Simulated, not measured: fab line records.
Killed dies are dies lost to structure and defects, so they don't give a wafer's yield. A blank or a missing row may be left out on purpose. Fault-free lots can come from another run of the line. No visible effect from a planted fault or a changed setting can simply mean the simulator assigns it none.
fab line records	flow n5Finfet
record lots=11	wafers=29	lastDay=18
route steps=1938 shown FIN_SAQP@101 BEOL_M4@1111 PASSIVATION@1936
lots untouched by any fault: they come from a run of this same line in which no faults occurred
startH: hours from the record's first day to the start of the lot's first wafer shown	waitH: hours from the lot's prior step to this one	" identical to the entry in the row above	L1.1+2: a row that stands for several wafers	- no value, or no start given	* or withheld: withheld	< > ~ a bound
route shown NAME@n: NAME is a module with steps in the file, n the number in the route of the first one	usual: mean and standard deviation over wafers with no fault	same: alike in all rows	chamber/n: place in a boat	sites: per-site readings	_std_site: standard deviation of those values	_edge_site: outer sites' mean less inner sites'	radiusMm: how far each site lies from the wafer's centre	mask NAME#n: copy n	behind: tool/chamber where the wafer was last shaped	hold: what put the lot on hold/how long, in hours/how the hold closed	device: the transistor (n, p or np) that didn't switch	end of line: tests run on the same wafers once the route is complete	a step without rows: its recipe alone	killed: the dies lost at the first sort to structure and to defects; this is not the yield of the wafer	map: the dies of a wafer, with x for killed, . for not killed, _ for no die there
set.NAME: the setting the step ran with; set.NAME@STEP: the setting that earlier step ran with	model.NAME: the simulator's own value behind a step, which no gauge read
steps of the route over a sample of lots; a table a step, a row a wafer
services: the hour from which a tool's chamber was out of use, counted from the record's first day as startH (under 0 if before that day), plus the number of hours and why
## steps
# step N5_FIN_SAQP_THK_MEAS_07
# usual thkNm=59.9/0.98
lot.wafer	tool	chamber	startH	waitH	thkNm
L729.1	filmMetro-01	-	45.13	0.1	60.5
L729.3	"	-	"	"	60.2
L729.4	"	-	"	"	60.9
L733.3	filmMetro-01	-	69.79	0.1	59.0
L733.4	"	-	"	"	60.4
L734.2	filmMetro-01	-	75.99	0.1	59.3
L734.3	"	-	"	"	59.0
L734.6	"	-	"	"	59.2
L735.3	filmMetro-01	-	81.91	0.1	59.5
L735.5	"	-	"	"	58.8
L736.1	filmMetro-01	-	88.14	0.1	60.5
L736.2	"	-	"	"	59.6
L736.6	"	-	"	"	61.2
L739.1	filmMetro-01	-	105.52	0.1	58.0
L739.2	"	-	"	"	58.9
L739.5	"	-	"	"	60.4
L740.4	filmMetro-02	-	112.33	0.0	60.7
L740.5	"	-	"	"	62.4
L741.4	filmMetro-02	-	118.22	0.0	59.4
L741.5	"	-	"	"	60.5
L741.6	"	-	"	"	59.5
L742.3	filmMetro-01	-	123.07	0.1	60.7
L742.6	"	-	"	"	61.1
L745.2	filmMetro-02	-	141.37	0.1	58.9
L745.3	"	-	"	"	59.5
L745.4	"	-	"	"	60.3
L748.2	filmMetro-01	-	159.08	0.1	59.4
L748.4	"	-	"	"	61.2
L748.5	"	-	"	"	60.1
# step N5_FIN_SAQP_OVL_MEAS_17
# recipe pointsPerWafer=44
# usual FIN_CORE_OVL=-0.1/0.92
# same pointsPerWafer=44
lot.wafer	tool	chamber	startH	waitH	FIN_CORE_OVL[nm]
L729.1	overlay-01	0	45.68	0.0	-0.4
L729.3	"	0	"	"	0.2
L729.4	"	0	"	"	-0.6
L733.3	overlay-02	0	70.31	0.0	0.4
L733.4	"	0	"	"	-0.1
L734.2	overlay-01	0	76.54	0.0	0.1
L734.3	"	0	"	"	0.1
L734.6	"	0	"	"	-1.0
L735.3	overlay-01	0	82.43	0.0	-0.4
L735.5	"	0	"	"	0.6
L736.1	overlay-02	0	88.66	0.0	-2.1
L736.2	"	0	"	"	0.5
L736.6	"	0	"	"	-0.8
L739.1	overlay-02	0	106.04	0.0	1.4
L739.2	"	0	"	"	-1.2
L739.5	"	0	"	"	0.7
L740.4	overlay-01	0	112.85	0.0	-1.9
L740.5	"	0	"	"	-0.5
L741.4	overlay-01	0	118.77	0.0	-1.5
L741.5	"	0	"	"	-0.1
L741.6	"	0	"	"	-0.4
L742.3	overlay-01	0	123.47	0.0	1.2
L742.6	"	0	"	"	-0.6
L745.2	overlay-02	0	141.89	0.0	-1.5
L745.3	"	0	"	"	1.3
L745.4	"	0	"	"	-0.6
L748.2	overlay-01	0	159.60	0.0	-0.6
L748.4	"	0	"	"	0.0
L748.5	"	0	"	"	0.2
# step N5_FIN_SAQP_SPACER1_ALD_24
# recipe material=SiO2	targetThkA=203	tempC=300	aldPrecursorFamily=BDEAS	aldCoReactant=O2-plasma	pulseTimeS=1	purgeTimeS=2	coReactantPurgeTimeS=2	aldCycles=218	pressureTorr=2
# usual heaterPowerW=472/58	precursorPulseHeightRel=1.003/0.019	susceptorTempC=299.97/0.22
lot.wafer	tool	chamber	startH	waitH	heaterPowerW	precursorPulseHeightRel	susceptorTempC
L729.1	aldSin-04	2	47.31	0.4	424	1.012	299.90
L729.3	"	3	"	"	493	1.003	300.12
L729.4	"	0	"	"	442	0.980	299.87
L733.3	aldSin-03	1	71.48	0.1	450	1.039	300.04
L733.4	"	0	"	"	412	1.003	299.92
L734.2	aldSin-01	2	77.78	0.3	516	1.002	300.15
L734.3	"	0	"	"	509	1.012	299.90
L734.6	"	1	"	"	393	0.991	299.70
L735.3	aldSin-04	1	83.58	0.1	587	0.993	300.07
L735.5	"	1	"	"	566	1.021	299.81
L736.1	aldSin-04	2	89.82	0.3	428	0.994	299.82
L736.2	"	1	"	"	559	1.009	300.20
L736.6	"	0	"	"	430	0.975	299.98
L739.1	aldSin-03	2	107.76	0.4	406	1.005	300.07
L739.2	"	0	"	"	426	1.005	300.20
L739.5	"	2	"	"	400	1.000	299.94
L740.4	aldSin-01	3	114.01	0.1	529	0.984	299.85
L740.5	"	0	"	"	500	0.988	300.13
L741.4	aldSin-04	2	120.27	0.5	480	1.006	317.34
L741.5	"	3	"	"	575	1.002	316.78
L741.6	"	0	"	"	506	0.982	317.28
L742.3	aldSin-01	3	124.66	0.1	535	1.008	299.76
L742.6	"	2	"	"	535	1.038	300.07
L745.2	aldSin-04	0	143.04	0.3	512	1.012	316.93
L745.3	"	3	"	"	571	0.992	317.45
L745.4	"	2	"	"	475	0.987	316.89
L748.2	aldSin-03	3	160.91	0.3	508	0.978	300.10
L748.4	"	2	"	"	403	1.014	300.25
L748.5	"	2	"	"	400	1.016	299.90
# step N5_FIN_SAQP_RECESS_71
# recipe chemistry=HF/NH3	target=SiO2	targetDepthA=30	afsCycles=1	tempC=30	sublimationTempC=180	sublimationTimeS=60
# usual drypumpMotorCurrentA=5.52/0.12	forelinePTorr=0.1279/0.00042
# same afsCycles=1
lot.wafer	tool	chamber	startH	waitH	drypumpMotorCurrentA	forelinePTorr
L729.1	vaporEtch-02	0	49.16	0.0	5.39	0.1278
L729.3	"	1	"	"	5.51	0.1284
L729.4	"	0	"	"	5.37	0.1281
L733.3	vaporEtch-01	1	73.59	0.1	5.59	0.1286
L733.4	"	0	"	"	5.69	0.1281
L734.2	vaporEtch-02	0	79.60	0.0	5.36	0.1279
L734.3	"	1	"	"	5.53	0.1277
L734.6	"	0	"	"	5.40	0.1282
L735.3	vaporEtch-01	0	85.41	0.1	5.68	0.1281
L735.5	"	1	"	"	5.61	0.1281
L736.1	vaporEtch-01	0	91.84	0.0	5.71	0.1278
L736.2	"	1	"	"	5.62	0.1281
L736.6	"	0	"	"	5.70	0.1277
L739.1	vaporEtch-02	0	109.65	0.0	5.38	0.1275
L739.2	"	1	"	"	5.51	0.1282
L739.5	"	1	"	"	5.49	0.1278
L740.4	vaporEtch-02	0	116.07	0.2	5.37	0.1276
L740.5	"	1	"	"	5.52	0.1274
L741.4	vaporEtch-02	1	121.80	0.1	5.54	0.1290
L741.5	"	0	"	"	5.37	0.1276
L741.6	"	1	"	"	5.52	0.1284
L742.3	vaporEtch-01	0	126.63	0.1	5.68	0.1280
L742.6	"	1	"	"	5.64	0.1283
L745.2	vaporEtch-02	0	144.83	0.0	5.38	0.1284
L745.3	"	1	"	"	5.51	0.1283
L745.4	"	0	"	"	5.38	0.1276
L748.2	vaporEtch-01	0	163.22	0.4	5.66	0.1276
L748.4	"	0	"	"	5.68	0.1274
L748.5	"	0	"	"	5.68	0.1279
# step N5_BEOL_M4_RC_MEAS_101
# usual DIBL_N=36.2/2.2	DIBL_P=36.5/3	IOFF_N=0.16/0.039	IOFF_P=0.22/0.047	ION_N=675/15	ION_P=463/10	SS_N=71.6/0.71	SS_P=73.4/0.94	VT_N=250/3.6	VT_P=-250/3.9
lot.wafer	tool	chamber	startH	waitH	DIBL_N[mV/V]	DIBL_P[mV/V]	IOFF_N[nA/um]	IOFF_P[nA/um]	ION_N[uA/um]	ION_P[uA/um]	SS_N[mV/dec]	SS_P[mV/dec]	VT_N[mV]	VT_P[mV]
L729.1	prober-02	0	194.60	0.0	35.1	35.7	0.14	0.18	664	451	71.3	73.3	253	-254
L729.3	"	0	"	"	35.4	37.1	0.15	0.21	678	468	71.5	73.0	250	-250
L729.4	"	0	"	"	32.2	32.7	0.10	0.16	650	450	70.5	72.2	257	-253
L733.3	prober-02	0	218.42	0.3	29.9	28.0	0.08	0.10	634	431	70.5	71.9	259	-261
L733.4	"	0	"	"	35.6	35.0	0.17	0.17	681	455	71.5	72.6	247	-256
L734.2	prober-02	0	223.02	0.2	40.5	43.2	0.26	0.26	697	459	72.7	74.4	244	-251
L734.3	"	0	"	"	36.6	39.1	0.15	0.20	676	455	71.8	74.3	252	-254
L734.6	"	0	"	"	38.3	40.2	0.21	0.20	686	452	71.9	73.9	246	-253
L735.3	prober-02	0	227.28	0.3	37.8	41.4	0.19	0.29	672	471	72.0	73.6	249	-245
L735.5	"	0	"	"	32.0	33.5	0.10	0.17	647	454	69.9	72.1	255	-251
L736.1	prober-02	0	230.48	0.0	35.6	36.8	0.15	0.21	663	463	71.8	73.6	252	-248
L736.2	"	0	"	"	35.6	36.7	0.15	0.20	690	473	71.2	73.7	251	-251
L736.6	"	0	"	"	33.2	34.3	0.12	0.18	657	454	70.3	73.6	255	-251
L739.1	prober-01	0	256.84	0.0	38.2	38.9	0.18	0.21	669	458	71.9	74.2	249	-252
L739.2	"	0	"	"	35.4	36.4	0.13	0.17	667	461	71.2	73.1	253	-256
L739.5	"	0	"	"	34.8	36.2	0.15	0.19	698	475	70.6	73.2	248	-252
L741.4	prober-02	0	272.44	0.5	36.4	37.1	0.15	0.20	681	471	71.8	73.2	253	-250
L741.5	"	0	"	"	36.7	37.5	0.15	0.21	680	474	71.8	73.5	252	-250
L741.6	"	0	"	"	33.9	33.5	0.12	0.16	657	453	70.7	72.0	254	-253
L740.4	prober-01	0	274.57	0.5	39.0	37.4	0.17	0.22	673	453	72.1	74.3	249	-251
L740.5	"	0	"	"	39.0	38.4	0.19	0.25	692	470	71.7	74.8	248	-249
L742.3	prober-02	0	280.46	0.3	36.8	36.2	0.18	0.21	690	460	72.1	73.8	246	-250
L742.6	"	0	"	"	38.3	38.6	0.21	0.24	686	462	71.9	74.4	244	-248
L745.2	prober-01	0	286.86	0.2	36.1	37.7	0.18	0.27	673	466	72.0	74.1	249	-245
L745.3	"	0	"	"	34.7	35.3	0.15	0.22	683	473	71.0	73.4	249	-248
L745.4	"	0	"	"	37.6	37.5	0.20	0.26	681	467	71.9	73.8	244	-247
L748.2	prober-01	0	321.09	0.2	34.2	36.4	0.15	0.21	678	460	71.5	74.1	248	-249
L748.4	"	0	"	"	36.0	37.1	0.18	0.22	682	462	71.9	73.2	246	-250
L748.5	"	0	"	"	32.6	33.2	0.12	0.17	665	457	71.3	72.6	251	-254
# step N5_PASSIVATION_PROBE_49
# usual defectLimitedYield=91.5/1.5	killed_at_M0_to_M3=32/10	killed_at_M4_up=13/4.9	killedAtContacts=13/6.1	killedAtFrontEnd=38/11	killedAtOther=3/3.2	killedDies=101/18	killedOnRim=13/4.4	killedOpen=66/13	killedShort=32/8.3	sort_bin_4_leakage=0.00/0.018	sort_bin_5_function=5.0/1	sort_bin_6_memory=3.2/0.74	sort_bin_8_speed=0.1/1.1	sortNPass=1078/22	sortYieldPct=91.3/1.9
# same grossDies=1180	killedAtBackSide=0
lot.wafer	tool	chamber	startH	waitH	defectLimitedYield[%]	killed_at_M0_to_M3	killed_at_M4_up	killedAtContacts	killedAtFrontEnd	killedAtOther	killedDies	killedOnRim	killedOpen	killedShort	sort_bin_4_leakage[%]	sort_bin_5_function[%]	sort_bin_6_memory[%]	sort_bin_8_speed[%]	sortNPass	sortYieldPct[%]
L729.1	prober-01	-	300.42	0.0	91.4	28	19	9	43	2	101	16	75	23	0	5.1	3.4	0	1079	91.4
L729.3	prober-01	-	300.52	0.1	91.8	50	10	12	23	2	97	17	67	29	0	3.9	4.0	0	1083	91.8
L729.4	prober-01	-	300.57	0.2	88.2	35	25	12	63	4	139	17	92	45	0	6.8	4.5	0	1041	88.2
L733.3	prober-02	-	329.51	0.1	91.9	35	11	13	36	1	96	14	52	36	0	4.6	3.6	12.7	934	79.2
L733.4	prober-02	-	329.56	0.2	92.7	22	17	8	39	0	86	10	54	29	0	4.3	2.5	0	1094	92.7
L740.4	prober-01	-	386.55	0.2	90.8	27	20	15	44	2	108	10	67	41	0	4.7	4.2	0	1072	90.8
L742.3	prober-02	-	386.81	0.1	91.6	15	12	12	58	2	99	8	56	42	0	4.4	3.6	0	1081	91.6
L742.6	prober-02	-	386.96	0.3	94.9	14	13	10	23	0	60	10	39	20	0	3.4	1.4	0	1120	94.9
L741.4	prober-01	-	386.88	0.2	91.4	23	11	15	51	1	101	11	68	32	0	5.3	3.1	0	1079	91.4
L741.5	prober-01	-	386.93	0.2	91.4	26	24	7	43	2	102	15	61	40	0	5.2	3.1	0	1078	91.4
L741.6	prober-01	-	386.98	0.3	89.7	37	16	7	54	8	122	27	83	37	0	6.2	3.7	0	1058	89.7
L745.2	prober-01	-	402.30	0.1	93.9	27	18	5	20	2	72	11	52	19	0	2.5	3.3	0	1108	93.9
L745.3	prober-01	-	402.35	0.1	91.4	46	16	7	33	0	102	17	59	41	0	4.8	3.4	0	1078	91.4
L745.4	prober-01	-	402.40	0.2	90.9	36	16	10	43	2	107	12	77	29	0	5.7	3.2	0	1073	90.9
# killed by level:class
L729.1 STI_FIN_REVEAL:geometricParticle:open=18 MOL_CONTACT_COAG:geometricParticle:open=7 BEOL_M2:geometricParticle:open=7 BEOL_M3:geometricParticle:open=7 STARTING-WAFER:geometricParticle:open=6 STI_FIN_REVEAL:geometricParticle:short=5 BEOL_M5:geometricParticle:open=5 BEOL_M1:geometricParticle:open=5
L729.3 BEOL_M3:geometricParticle:open=16 MOL_CONTACT_COAG:geometricParticle:open=10 BEOL_M1:geometricParticle:open=7 BEOL_M3:geometricParticle:short=7 FIN_SAQP:geometricParticle:short=6 BEOL_M0_SAQP:geometricParticle:open=6 BEOL_M2:geometricParticle:open=5 BEOL_M4:geometricParticle:open=5
L729.4 STI_FIN_REVEAL:geometricParticle:open=15 FIN_SAQP:geometricParticle:short=13 BEOL_M3:geometricParticle:open=11 MOL_CONTACT_COAG:geometricParticle:open=10 BEOL_M1:geometricParticle:open=9 FIN_SAQP:geometricParticle:open=8 BEOL_M0_SAQP:geometricParticle:short=8 BEOL_M4:geometricParticle:open=8
L733.3 MOL_CONTACT_COAG:geometricParticle:open=9 BEOL_M0_SAQP:geometricParticle:short=9 FIN_SAQP:geometricParticle:short=7 BEOL_M2:geometricParticle:open=7 DUMMY_GATE:geometricParticle:open=6 BEOL_M0_SAQP:geometricParticle:open=6 BEOL_M1:geometricParticle:open=6 BEOL_M4:geometricParticle:open=5
L733.4 FIN_SAQP:geometricParticle:short=10 BEOL_M4:geometricParticle:open=9 STI_FIN_REVEAL:geometricParticle:open=7 BEOL_M2:geometricParticle:open=7 FIN_SAQP:geometricParticle:open=6 DUMMY_GATE:geometricParticle:open=5 BEOL_M3:geometricParticle:open=5 MOL_CONTACT_COAG:geometricParticle:short=4
L740.4 FIN_SAQP:geometricParticle:short=11 FIN_SAQP:geometricParticle:open=11 MOL_CONTACT_COAG:geometricParticle:open=11 DUMMY_GATE:geometricParticle:open=7 BEOL_M0_SAQP:geometricParticle:short=5 BEOL_M3:geometricParticle:open=5 MOL_CONTACT_COAG:geometricParticle:short=4 BEOL_M0:geometricParticle:short=4
L742.3 FIN_SAQP:geometricParticle:open=13 FIN_SAQP:geometricParticle:short=10 BEOL_M4:geometricParticle:open=8 MOL_CONTACT_COAG:geometricParticle:open=7 DUMMY_GATE:geometricParticle:short=5 MOL_CONTACT_COAG:geometricParticle:short=5 STI_FIN_REVEAL:geometricParticle:open=4 GATE_CUT:geometricParticle:short=4
L741.4 STI_FIN_REVEAL:geometricParticle:open=13 MOL_CONTACT_COAG:geometricParticle:open=13 FIN_SAQP:geometricParticle:short=8 STARTING-WAFER:geometricParticle:open=6 FIN_SAQP:geometricParticle:open=5 BEOL_M0:geometricParticle:open=5 STI_FIN_REVEAL:geometricParticle:short=4 BEOL_M0_SAQP:geometricParticle:short=4
L741.5 BEOL_M4:geometricParticle:open=11 FIN_SAQP:geometricParticle:short=10 STI_FIN_REVEAL:geometricParticle:open=9 BEOL_M2:geometricParticle:open=9 MOL_CONTACT_COAG:geometricParticle:open=6 BEOL_M4:geometricParticle:short=6 FIN_SAQP:geometricParticle:open=5 STARTING-WAFER:geometricParticle:short=5
L742.6 MOL_CONTACT_COAG:geometricParticle:short=5 MOL_CONTACT_COAG:geometricParticle:open=5 BEOL_M4:geometricParticle:open=5 DUMMY_GATE:geometricParticle:open=4 BEOL_M0_SAQP:geometricParticle:open=4 BEOL_M1:geometricParticle:open=4 STARTING-WAFER:geometricParticle:short=3 STI_FIN_REVEAL:geometricParticle:open=3
L741.6 BEOL_M2:geometricParticle:open=14 FIN_SAQP:geometricParticle:short=13 STI_FIN_REVEAL:geometricParticle:open=12 FIN_SAQP:geometricParticle:open=10 BEOL_M3:geometricParticle:open=8 BEOL_M5:geometricParticle:open=5 BEOL_M4:geometricParticle:open=5 MOL_CONTACT_COAG:geometricParticle:open=4
L745.2 BEOL_M4:geometricParticle:open=12 BEOL_M0_SAQP:geometricParticle:open=8 BEOL_M0_SAQP:geometricParticle:short=6 BEOL_M2:geometricParticle:open=5 DUMMY_GATE:geometricParticle:open=4 MOL_CONTACT_COAG:geometricParticle:open=4 BEOL_M3:geometricParticle:open=4 STI_FIN_REVEAL:geometricParticle:open=3
L745.3 BEOL_M0_SAQP:geometricParticle:short=11 FIN_SAQP:geometricParticle:short=9 BEOL_M0_SAQP:geometricParticle:open=9 BEOL_M2:geometricParticle:open=9 BEOL_M4:geometricParticle:open=7 BEOL_M1:geometricParticle:open=6 MOL_CONTACT_COAG:geometricParticle:open=5 FIN_SAQP:geometricParticle:open=4
L745.4 FIN_SAQP:geometricParticle:open=15 BEOL_M1:geometricParticle:open=11 FIN_SAQP:geometricParticle:short=10 BEOL_M4:geometricParticle:open=10 MOL_CONTACT_COAG:geometricParticle:open=9 BEOL_M0_SAQP:geometricParticle:open=9 STARTING-WAFER:geometricParticle:open=5 BEOL_M0_SAQP:geometricParticle:short=4
## services
tool	chamber	startH	hours	kind
aldSin-01	3	24.10	2.5	repair
aldSin-01	0	56.98	3.5	repair
aldSin-01	-	86.31	14.0	pm
aldSin-01	0	86.31	14.0	ventCycle
aldSin-01	1	86.31	14.0	ventCycle
aldSin-01	2	86.31	14.0	ventCycle
aldSin-01	3	86.31	14.0	ventCycle
aldSin-01	0	100.31	-	clean
aldSin-01	1	100.31	-	clean
aldSin-01	2	100.31	-	clean
aldSin-01	3	100.31	-	clean
aldSin-01	0	116.62	14.9	repair
aldSin-04	3	139.48	-	calibration
## key
firstSign step=N5_FIN_SAQP_SPACER1_ALD_24	reading=susceptorTempC	direction=up	sigmas=79	usual=*	struck=*
effect none on later readings
metAt N5_FIN_SAQP_SPACER1_ALD_24
struckLots L741,L745
notActingAt N5_FIN_SAQP_THK_MEAS_07,N5_FIN_SAQP_OVL_MEAS_17,N5_FIN_SAQP_RECESS_71
onsetBetween 89.82 120.27
fault kind=processParameterDrift	tool=aldSin-04	chamber=-	onsetH=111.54	steps=N5_FIN_SAQP_SPACER1_ALD_24	channel=tempC	offset=*	shape=step	endH=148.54	actsIn=*	stated=*
